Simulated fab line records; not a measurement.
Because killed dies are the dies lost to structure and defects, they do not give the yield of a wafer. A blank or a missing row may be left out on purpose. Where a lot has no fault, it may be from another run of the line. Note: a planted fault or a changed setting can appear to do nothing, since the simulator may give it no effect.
Which tool is to blame? | flow nand-harc | Sampling: 24 lots, 72 wafers, 6 of 1302 route steps

WHAT EACH GAUGE READ, for each wafer
The record holds no reading of a measuring or inspecting step that can be judged against a usual standard deviation.

TOOL THAT RAN EACH LOT (tool first, then ch and the chambers of the sampled wafers, then the start)
lot  | NHARC_A_STAIRCASE_TRIM_191                    | NHARC_A_STAIRCASE_TRIM_202                    | NHARC_A_STAIRCASE_ETCH_221                    | NHARC_A_STAIRCASE_ETCH_225                    | NHARC_A_STAIRCASE_ETCH_230                    | NHARC_A_STAIRCASE_STRIP_238
L074 | rie-diel-06 ch 2,3, day 16 04:00 or earlier   | rie-diel-12 ch 0,2, day 16 04:00 or earlier   | rie-diel-10 ch 1,2, day 16 04:00 or earlier   | rie-diel-10 ch 0,1,3, day 16 04:00 or earlier | rie-diel-06 ch 1,3, day 16 04:00 or earlier   | plasma-asher-01 ch 0,1, day 16 04:00
L075 | rie-diel-10 ch 0,1,2, day 16 08:58 or earlier | rie-diel-12 ch 0,2,3, day 16 08:58 or earlier | rie-diel-10 ch 0,1,2, day 16 08:58 or earlier | rie-diel-10 ch 1,2, day 16 08:58 or earlier   | rie-diel-12 ch 0,2,3, day 16 08:58 or earlier | plasma-asher-02 ch 0,1, day 16 08:58
L078 | rie-diel-10 ch 0,2,3, day 17 14:10 or earlier | rie-diel-12 ch 0,1,2, day 17 14:10 or earlier | rie-diel-12 ch 0,2,3, day 17 14:10 or earlier | rie-diel-12 ch 0,1,3, day 17 14:10 or earlier | rie-diel-12 ch 1,2,3, day 17 14:10 or earlier | plasma-asher-02 ch 0,1, day 17 14:10
L076 | rie-diel-10 ch 0,2,3, day 17 14:28 or earlier | rie-diel-10 ch 0,1,3, day 17 14:28 or earlier | rie-diel-12 ch 1,3, day 17 14:28 or earlier   | rie-diel-12 ch 0,1, day 17 14:28 or earlier   | rie-diel-10 ch 0,2, day 17 14:28 or earlier   | plasma-asher-02 ch 0,1, day 17 14:28
L077 | rie-diel-12 ch 0,1,2, day 17 17:18 or earlier | rie-diel-10 ch 0,1,2, day 17 17:18 or earlier | rie-diel-10 ch 0,2,3, day 17 17:18 or earlier | rie-diel-10 ch 0,1,2, day 17 17:18 or earlier | rie-diel-10 ch 1,2,3, day 17 17:18 or earlier | plasma-asher-01 ch 0,1, day 17 17:18
L079 | rie-diel-06 ch 1,2,3, day 18 01:15 or earlier | rie-diel-12 ch 0,2, day 18 01:15 or earlier   | rie-diel-06 ch 1,3, day 18 01:15 or earlier   | rie-diel-06 ch 1,2,3, day 18 01:15 or earlier | rie-diel-12 ch 1,2,3, day 18 01:15 or earlier | plasma-asher-02 ch 0,1, day 18 01:15
L081 | rie-diel-10 ch 0,3, day 18 12:59 or earlier   | rie-diel-10 ch 1,2,3, day 18 12:59 or earlier | rie-diel-06 ch 2,3, day 18 12:59 or earlier   | rie-diel-06 ch 1,2, day 18 12:59 or earlier   | rie-diel-06 ch 1,2, day 18 12:59 or earlier   | plasma-asher-01 ch 0,1, day 18 12:59
L080 | rie-diel-10 ch 0,2,3, day 18 13:29 or earlier | rie-diel-10 ch 0,2,3, day 18 13:29 or earlier | rie-diel-12 ch 0,1,2, day 18 13:29 or earlier | rie-diel-12 ch 0,3, day 18 13:29 or earlier   | rie-diel-12 ch 1,2,3, day 18 13:29 or earlier | plasma-asher-02 ch 0,1, day 18 13:29
L084 | rie-diel-10 ch 2,3, day 19 14:49 or earlier   | rie-diel-06 ch 0,1,2, day 19 14:49 or earlier | rie-diel-12 ch 0,1,3, day 19 14:49 or earlier | rie-diel-12 ch 0,1,2, day 19 14:49 or earlier | rie-diel-06 ch 0,1, day 19 14:49 or earlier   | plasma-asher-02 ch 0,1, day 19 14:49
L083 | rie-diel-10 ch 0,1,2, day 19 21:20 or earlier | rie-diel-10 ch 0,1,2, day 19 21:20 or earlier | rie-diel-10 ch 0,1,3, day 19 21:20 or earlier | rie-diel-10 ch 1,2,3, day 19 21:20 or earlier | rie-diel-10 ch 1,2,3, day 19 21:20 or earlier | plasma-asher-01 ch 0,1, day 19 21:20
L082 | rie-diel-12 ch 2,3, day 19 20:03 or earlier   | rie-diel-06 ch 2,3, day 19 20:03 or earlier   | rie-diel-06 ch 0,1, day 19 20:03 or earlier   | rie-diel-06 ch 1,2, day 19 20:03 or earlier   | rie-diel-06 ch 1,2, day 19 20:03 or earlier   | plasma-asher-02 ch 0,1, day 19 20:03
L086 | rie-diel-06 ch 1,2,3, day 21 06:36 or earlier | rie-diel-06 ch 1,2, day 21 06:36 or earlier   | rie-diel-12 ch 1,2, day 21 06:36 or earlier   | rie-diel-12 ch 2,3, day 21 06:36 or earlier   | rie-diel-12 ch 0,1,2, day 21 06:36            | plasma-asher-02 ch 1, day 21 07:33
L085 | rie-diel-12 ch 1,2, day 21 09:29 or earlier   | rie-diel-06 ch 1,2,3, day 21 09:29 or earlier | rie-diel-10 ch 2,3, day 21 09:29 or earlier   | rie-diel-10 ch 0,1,2, day 21 09:29 or earlier | rie-diel-10 ch 2,3, day 21 09:29 or earlier   | plasma-asher-01 ch 0,1, day 21 09:29
L087 | rie-diel-12 ch 1,3, day 21 18:40 or earlier   | rie-diel-10 ch 0,2,3, day 21 18:40 or earlier | rie-diel-10 ch 0,1, day 21 18:40 or earlier   | rie-diel-10 ch 0,2, day 21 18:40 or earlier   | rie-diel-10 ch 0,1,3, day 21 18:40 or earlier | plasma-asher-01 ch 0,1, day 21 18:40
L088 | rie-diel-12 ch 0,1, day 22 03:07 or earlier   | rie-diel-12 ch 1,2, day 22 03:07 or earlier   | rie-diel-06 ch 0,1,2, day 22 03:07 or earlier | rie-diel-06 ch 2,3, day 22 03:07 or earlier   | rie-diel-06 ch 1,2,3, day 22 03:07 or earlier | plasma-asher-02 ch 0, day 22 03:07
L089 | rie-diel-06 ch 1,2,3, day 22 08:27 or earlier | rie-diel-12 ch 1,2,3, day 22 08:27 or earlier | rie-diel-06 ch 0,2,3, day 22 08:27 or earlier | rie-diel-06 ch 0,1,3, day 22 08:27 or earlier | rie-diel-12 ch 0,2,3, day 22 08:27 or earlier | plasma-asher-02 ch 0,1, day 22 08:27
L091 | rie-diel-12 ch 1,2,3, day 22 19:50 or earlier | rie-diel-12 ch 0,3, day 22 19:50 or earlier   | rie-diel-06 ch 0,2, day 22 19:50 or earlier   | rie-diel-06 ch 0,3, day 22 19:50 or earlier   | rie-diel-06 ch 0,3, day 22 19:50 or earlier   | plasma-asher-02 ch 0,1, day 22 19:50
L090 | rie-diel-06 ch 0,1, day 22 23:41 or earlier   | rie-diel-06 ch 1,3, day 22 23:41 or earlier   | rie-diel-12 ch 0,1,2, day 22 23:41 or earlier | rie-diel-12 ch 1,2,3, day 22 23:41 or earlier | rie-diel-10 ch 1,3, day 22 23:41 or earlier   | plasma-asher-02 ch 0, day 22 23:41
L092 | rie-diel-12 ch 1,2,3, day 23 09:34 or earlier | rie-diel-12 ch 0,1,2, day 23 09:34 or earlier | rie-diel-12 ch 0,1,3, day 23 09:34 or earlier | rie-diel-12 ch 2,3, day 23 09:34 or earlier   | rie-diel-06 ch 0,1,3, day 23 09:34 or earlier | plasma-asher-02 ch 0,1, day 23 09:34
L093 | rie-diel-06 ch 2,3, day 23 10:35 or earlier   | rie-diel-10 ch 1,2, day 23 10:35 or earlier   | rie-diel-06 ch 0,1,2, day 23 10:35 or earlier | rie-diel-06 ch 0,2, day 23 10:35 or earlier   | rie-diel-06 ch 0,1, day 23 10:35 or earlier   | plasma-asher-01 ch 0, day 23 10:35
L094 | rie-diel-10 ch 1,2, day 24 17:35 or earlier   | rie-diel-10 ch 0,2,3, day 24 17:35 or earlier | rie-diel-06 ch 1,2,3, day 24 17:35 or earlier | rie-diel-06 ch 2,3, day 24 17:35 or earlier   | rie-diel-06 ch 1,2,3, day 24 17:35 or earlier | plasma-asher-01 ch 0,1, day 24 17:35
L095 | rie-diel-10 ch 0,1,2, day 24 18:02 or earlier | rie-diel-10 ch 0,1,2, day 24 18:02 or earlier | rie-diel-10 ch 0,1,2, day 24 18:02 or earlier | rie-diel-10 ch 1,2,3, day 24 18:02 or earlier | rie-diel-06 ch 0,2,3, day 24 18:02 or earlier | plasma-asher-02 ch 0,1, day 24 18:02
L096 | rie-diel-06 ch 0,1,3, day 25 02:44 or earlier | rie-diel-12 ch 2,3, day 25 02:44 or earlier   | rie-diel-12 ch 1,3, day 25 02:44 or earlier   | rie-diel-12 ch 1,2,3, day 25 02:44 or earlier | rie-diel-12 ch 1,2, day 25 02:44 or earlier   | plasma-asher-02 ch 0,1, day 25 02:44
L097 | rie-diel-06 ch 1,3, day 25 17:20 or earlier   | rie-diel-06 ch 1,2, day 25 17:20 or earlier   | rie-diel-10 ch 1,2, day 25 17:20 or earlier   | rie-diel-10 ch 1,2, day 25 17:20 or earlier   | rie-diel-12 ch 0,1,3, day 25 17:20 or earlier | plasma-asher-01 ch 0,1, day 25 17:20
- NHARC_A_STAIRCASE_TRIM_191: chemistry O2, time 211.2 s.
- NHARC_A_STAIRCASE_TRIM_202: chemistry O2, time 211.2 s.
- NHARC_A_STAIRCASE_ETCH_221: etches the open film in C4F8/O2, target depth 100 nm, time 40.5 s.
- NHARC_A_STAIRCASE_ETCH_225: etches the open film in C4F8/O2, target depth 100 nm, time 40.5 s.
- NHARC_A_STAIRCASE_ETCH_230: etches the open film in C4F8/O2, target depth 100 nm, time 40.5 s.
- NHARC_A_STAIRCASE_STRIP_238: strips in O2.

AS READ BY THE TOOLS THEMSELVES (means over the sampled wafers that have a number; for cases with no such wafer, the mark the record gives instead)
NHARC_A_STAIRCASE_TRIM_191. Usual: drypump-motor-current-A 5.7 A, standard deviation 0.54; oes-product-au 1.004 a.u., standard deviation 0.0097; rf-vpp-V 57.7 V, standard deviation 0.83; showerhead-plenum-p-Torr 3.50 Torr, standard deviation 0.1; throttle-valve-pct 17.036 %, standard deviation 0.0099.
lot  | tool        | drypump-motor-current-A (A) | oes-product-au (a.u.) | rf-vpp-V (V) | showerhead-plenum-p-Torr (Torr) | throttle-valve-pct (%) | flag
L074 | rie-diel-06 | 4.8                         | 1.006                 | 57.6         | 3.55                            | 17.040                 |
L075 | rie-diel-10 | 6.1                         | 1.010                 | 57.1         | 3.49                            | 17.031                 |
L078 | rie-diel-10 | 5.5                         | 1.012                 | 59.2         | 3.52                            | 17.039                 |
L076 | rie-diel-10 | 5.5                         | 1.001                 | 58.1         | 3.52                            | 17.040                 |
L077 | rie-diel-12 | 5.9                         | 0.994                 | 57.0         | 3.49                            | 17.042                 |
L079 | rie-diel-06 | 5.3                         | 1.007                 | 57.2         | 3.47                            | 17.035                 |
L081 | rie-diel-10 | 5.2                         | 1.004                 | 57.7         | 3.49                            | 17.040                 |
L080 | rie-diel-10 | 5.5                         | 1.005                 | 56.9         | 3.51                            | 17.043                 |
L084 | rie-diel-10 | 5.7                         | 0.994                 | 58.1         | 3.63                            | 17.034                 |
L083 | rie-diel-10 | 6.0                         | 0.998                 | 57.3         | 3.48                            | 17.040                 |
L082 | rie-diel-12 | 5.9                         | 0.993                 | 57.9         | 3.55                            | 17.030                 |
L086 | rie-diel-06 | 5.3                         | 1.003                 | 58.0         | 3.45                            | 17.035                 |
L085 | rie-diel-12 | 5.9                         | 0.998                 | 58.0         | 3.50                            | 17.036                 |
L087 | rie-diel-12 | 5.9                         | 1.010                 | 58.8         | 3.51                            | 17.039                 |
L088 | rie-diel-12 | 6.1                         | 0.998                 | 57.4         | 3.44                            | 17.047                 |
L089 | rie-diel-06 | 5.3                         | 1.001                 | 58.1         | 3.45                            | 17.035                 |
L091 | rie-diel-12 | 5.9                         | 1.010                 | 57.2         | 3.51                            | 17.035                 |
L090 | rie-diel-06 | 6.1                         | 1.003                 | 57.6         | 3.41                            | 17.037                 |
L092 | rie-diel-12 | 5.9                         | 1.002                 | 57.5         | 3.51                            | 17.040                 |
L093 | rie-diel-06 | 4.8                         | 1.013                 | 58.3         | 3.52                            | 17.028                 |
L094 | rie-diel-10 | 6.3                         | 0.998                 | 58.1         | 3.53                            | 17.029                 |
L095 | rie-diel-10 | 6.0                         | 0.999                 | 57.2         | 3.46                            | 17.039                 |
L096 | rie-diel-06 | 5.9                         | 1.010                 | 57.5         | 3.44                            | 17.038                 |
L097 | rie-diel-06 | 5.5                         | 1.012                 | 57.6         | 3.40                            | 17.034                 |

NHARC_A_STAIRCASE_TRIM_202. Usual: drypump-motor-current-A 5.8 A, standard deviation 0.49; oes-product-au 1.003 a.u., standard deviation 0.0089; rf-vpp-V 57.7 V, standard deviation 0.91; showerhead-plenum-p-Torr 3.49 Torr, standard deviation 0.1; throttle-valve-pct 17.036 %, standard deviation 0.0089.
lot  | tool        | drypump-motor-current-A (A) | oes-product-au (a.u.) | rf-vpp-V (V) | showerhead-plenum-p-Torr (Torr) | throttle-valve-pct (%) | flag
L074 | rie-diel-12 | 5.9                         | 0.993                 | 57.4         | 3.51                            | 17.030                 |
L075 | rie-diel-12 | 5.9                         | 1.000                 | 57.5         | 3.52                            | 17.025                 |
L078 | rie-diel-12 | 5.9                         | 0.986                 | 56.9         | 3.49                            | 17.041                 |
L076 | rie-diel-10 | 5.7                         | 1.010                 | 56.9         | 3.47                            | 17.034                 |
L077 | rie-diel-10 | 6.1                         | 0.997                 | 57.8         | 3.49                            | 17.047                 |
L079 | rie-diel-12 | 5.9                         | 0.991                 | 57.4         | 3.50                            | 17.040                 |
L081 | rie-diel-10 | 5.8                         | 1.003                 | 57.3         | 3.58                            | 17.039                 |
L080 | rie-diel-10 | 5.5                         | 1.004                 | 57.5         | 3.51                            | 17.036                 |
L084 | rie-diel-06 | 5.7                         | 1.009                 | 58.6         | 3.50                            | 17.033                 |
L083 | rie-diel-10 | 6.0                         | 1.000                 | 57.5         | 3.48                            | 17.032                 |
L082 | rie-diel-06 | 5.1                         | 1.006                 | 57.9         | 3.50                            | 17.039                 |
L086 | rie-diel-06 | 5.5                         | 1.006                 | 57.6         | 3.41                            | 17.033                 |
L085 | rie-diel-06 | 5.3                         | 1.007                 | 57.5         | 3.45                            | 17.036                 |
L087 | rie-diel-10 | 5.5                         | 0.995                 | 58.0         | 3.50                            | 17.035                 |
L088 | rie-diel-12 | 5.9                         | 1.018                 | 58.5         | 3.49                            | 17.036                 |
L089 | rie-diel-12 | 5.9                         | 1.005                 | 58.2         | 3.51                            | 17.042                 |
L091 | rie-diel-12 | 6.1                         | 1.009                 | 57.6         | 3.46                            | 17.039                 |
L090 | rie-diel-06 | 5.8                         | 1.010                 | 57.8         | 3.36                            | 17.036                 |
L092 | rie-diel-12 | 5.9                         | 1.002                 | 57.7         | 3.47                            | 17.040                 |
L093 | rie-diel-10 | 6.3                         | 0.992                 | 57.0         | 3.53                            | 17.040                 |
L094 | rie-diel-10 | 5.5                         | 1.000                 | 58.0         | 3.49                            | 17.036                 |
L095 | rie-diel-10 | 6.1                         | 1.001                 | 58.7         | 3.46                            | 17.032                 |
L096 | rie-diel-12 | 5.9                         | 1.001                 | 58.0         | 3.51                            | 17.042                 |
L097 | rie-diel-06 | 5.5                         | 1.008                 | 57.6         | 3.39                            | 17.028                 |

NHARC_A_STAIRCASE_ETCH_221. Usual: oes-product-au 0.942 a.u., standard deviation 0.014; rf-vpp-V 895 V, standard deviation 3.8.
lot  | tool        | oes-product-au (a.u.) | rf-vpp-V (V) | flag
L074 | rie-diel-10 | 0.934                 | 898          |
L075 | rie-diel-10 | 0.955                 | 895          |
L078 | rie-diel-12 | 0.923                 | 895          |
L076 | rie-diel-12 | 0.932                 | 897          |
L077 | rie-diel-10 | 0.949                 | 895          |
L079 | rie-diel-06 | 0.950                 | 891          |
L081 | rie-diel-06 | 0.935                 | 896          |
L080 | rie-diel-12 | 0.939                 | 894          |
L084 | rie-diel-12 | 0.933                 | 895          |
L083 | rie-diel-10 | 0.949                 | 893          |
L082 | rie-diel-06 | 0.951                 | 892          |
L086 | rie-diel-12 | 0.925                 | 896          |
L085 | rie-diel-10 | 0.922                 | 898          |
L087 | rie-diel-10 | 0.947                 | 891          |
L088 | rie-diel-06 | 0.951                 | 895          |
L089 | rie-diel-06 | 0.956                 | 896          |
L091 | rie-diel-06 | 0.933                 | 899          |
L090 | rie-diel-12 | 0.953                 | 894          |
L092 | rie-diel-12 | 0.943                 | 895          |
L093 | rie-diel-06 | 0.942                 | 893          |
L094 | rie-diel-06 | 0.963                 | 894          |
L095 | rie-diel-10 | 0.956                 | 893          |
L096 | rie-diel-12 | 0.934                 | 895          |
L097 | rie-diel-10 | 0.923                 | 898          |

NHARC_A_STAIRCASE_ETCH_225. Usual: oes-product-au 0.944 a.u., standard deviation 0.01; rf-vpp-V 894 V, standard deviation 4.
lot  | tool        | oes-product-au (a.u.) | rf-vpp-V (V) | flag
L074 | rie-diel-10 | 0.952                 | 894          |
L075 | rie-diel-10 | 0.950                 | 897          |
L078 | rie-diel-12 | 0.934                 | 895          |
L076 | rie-diel-12 | 0.939                 | 895          |
L077 | rie-diel-10 | 0.946                 | 895          |
L079 | rie-diel-06 | 0.945                 | 893          |
L081 | rie-diel-06 | 0.948                 | 895          |
L080 | rie-diel-12 | 0.938                 | 896          |
L084 | rie-diel-12 | 0.938                 | 895          |
L083 | rie-diel-10 | 0.949                 | 898          |
L082 | rie-diel-06 | 0.953                 | 895          |
L086 | rie-diel-12 | 0.941                 | 897          |
L085 | rie-diel-10 | 0.944                 | 894          |
L087 | rie-diel-10 | 0.936                 | 896          |
L088 | rie-diel-06 | 0.949                 | 896          |
L089 | rie-diel-06 | 0.959                 | 893          |
L091 | rie-diel-06 | 0.948                 | 895          |
L090 | rie-diel-12 | 0.948                 | 895          |
L092 | rie-diel-12 | 0.945                 | 896          |
L093 | rie-diel-06 | 0.942                 | 899          |
L094 | rie-diel-06 | 0.954                 | 895          |
L095 | rie-diel-10 | 0.938                 | 897          |
L096 | rie-diel-12 | 0.936                 | 895          |
L097 | rie-diel-10 | 0.923                 | 896          |

NHARC_A_STAIRCASE_ETCH_230. Usual: oes-product-au 0.953 a.u., standard deviation 0.018; rf-vpp-V 895 V, standard deviation 3.7.
lot  | tool        | oes-product-au (a.u.) | rf-vpp-V (V) | flag
L074 | rie-diel-06 | 0.984                 | 891          |
L075 | rie-diel-12 | 0.963                 | 896          |
L078 | rie-diel-12 | 0.930                 | 897          |
L076 | rie-diel-10 | 0.962                 | 892          |
L077 | rie-diel-10 | 0.951                 | 898          |
L079 | rie-diel-12 | 0.965                 | 897          |
L081 | rie-diel-06 | 0.958                 | 892          |
L080 | rie-diel-12 | 0.938                 | 896          |
L084 | rie-diel-06 | 0.981                 | 895          |
L083 | rie-diel-10 | 0.944                 | 897          |
L082 | rie-diel-06 | 0.963                 | 895          |
L086 | rie-diel-12 | 0.975                 | 894          |
L085 | rie-diel-10 | 0.937                 | 898          |
L087 | rie-diel-10 | 0.938                 | 893          |
L088 | rie-diel-06 | 0.956                 | 893          |
L089 | rie-diel-12 | 0.969                 | 895          |
L091 | rie-diel-06 | 0.950                 | 894          |
L090 | rie-diel-10 | 0.923                 | 896          |
L092 | rie-diel-06 | 0.961                 | 893          |
L093 | rie-diel-06 | 0.957                 | 894          |
L094 | rie-diel-06 | 0.946                 | 892          |
L095 | rie-diel-06 | 0.934                 | 896          |
L096 | rie-diel-12 | 0.942                 | 895          |
L097 | rie-diel-12 | 0.961                 | 894          |

NHARC_A_STAIRCASE_STRIP_238. Usual: drypump-motor-current-A 5.6 A, standard deviation 0.36; heater-power-w 341 W, standard deviation 30.
lot  | tool            | drypump-motor-current-A (A) | heater-power-w (W) | flag
L074 | plasma-asher-01 | 5.8                         | 327                |
L075 | plasma-asher-02 | 5.5                         | 348                |
L078 | plasma-asher-02 | 5.5                         | 344                |
L076 | plasma-asher-02 | 5.5                         | 342                |
L077 | plasma-asher-01 | 6.0                         | 359                |
L079 | plasma-asher-02 | 5.5                         | 341                |
L081 | plasma-asher-01 | 6.0                         | 358                |
L080 | plasma-asher-02 | 5.5                         | 342                |
L084 | plasma-asher-02 | 5.5                         | 339                |
L083 | plasma-asher-01 | 6.0                         | 357                |
L082 | plasma-asher-02 | 5.3                         | 337                |
L086 | plasma-asher-02 | 5.2                         | 331                |
L085 | plasma-asher-01 | 5.8                         | 325                |
L087 | plasma-asher-01 | 5.8                         | 328                |
L088 | plasma-asher-02 | 5.7                         | 352                |
L089 | plasma-asher-02 | 5.3                         | 338                |
L091 | plasma-asher-02 | 5.4                         | 336                |
L090 | plasma-asher-02 | 5.7                         | 350                |
L092 | plasma-asher-02 | 5.4                         | 333                |
L093 | plasma-asher-01 | 6.2                         | 379                |
L094 | plasma-asher-01 | 6.0                         | 350                |
L095 | plasma-asher-02 | 5.5                         | 349                |
L096 | plasma-asher-02 | 5.5                         | 350                |
L097 | plasma-asher-01 | 6.0                         | 348                |

THE ANSWER, worked out from the rows above alone
Rule: a lot is off if the mean of its wafers that have a number lies more than 3 standard deviations from the usual mean. A lot without any number at a reading at which 4 lots or more have one is off too. The other lots that the step has rows for count as sound. The gauges are gone through in route order, then the tools' own readings, and for those a lot's mean is taken as printed above. The first step at which some lot is off is used, and at that step the reading that is off furthest; a lot without a number counts as furthest.
Nothing can be told from this: no lot is off at any reading shown.

WHAT WAS PUT IN BY THE SIMULATOR
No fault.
